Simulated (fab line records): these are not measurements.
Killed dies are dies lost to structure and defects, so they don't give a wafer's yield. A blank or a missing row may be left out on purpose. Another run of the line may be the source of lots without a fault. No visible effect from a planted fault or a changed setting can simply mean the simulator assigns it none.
Chamber matching -- flow nand harc -- 4 sister chambers for NHARC_A_CONTACT_ETCH_91 on rie diel-07
The step etches the open film in CH3F/O2, target depth 40 nm, time 85.7 s. 4 wafers are shown with their chamber, then 10 later ones without.

WAFERS, EACH WITH ITS CHAMBER
wafer,chamber,showerhead plenum p Torr (Torr)
L093.3,1,2.54
L093.5,2,2.48
L091.1,0,2.34
L091.3,3,2.57

WAFERS WITHOUT THEIR CHAMBER
wafer,showerhead plenum p Torr (Torr)
L091.5,2.54
L095.1,2.48
L095.4,2.54
L095.5,2.54
L097.3,2.54
L097.4,2.33
L097.6,2.54
L096.2,2.48
L096.3,2.33
L096.6,2.57

CHAMBER TAKEN BY EACH
wafer,from the rows above,in truth
L091.5,1,1
L095.1,2,2
L095.4,1,1
L095.5,1,1
L097.3,1,1
L097.4,0,0
L097.6,1,1
L096.2,2,2
L096.3,0,0
L096.6,3,3
Correctly placed: 10 of 10. Can't be placed from these rows: 0. Placed wrongly: 0.
How it was worked out, from the rows above alone: a wafer's distance from a chamber is the root of the sum, over the readings, of the square of ((its reading less the chamber's mean) divided by the reading's scatter). If the next closest chamber is less than 2 further off than the closest, the wafer can't be placed; otherwise it belongs to the closest. The mean given for a chamber averages the wafers shown for that chamber. The scatter: with one shown wafer a chamber, the root of the mean of the squares of how far each hidden wafer lies from its nearest shown one.
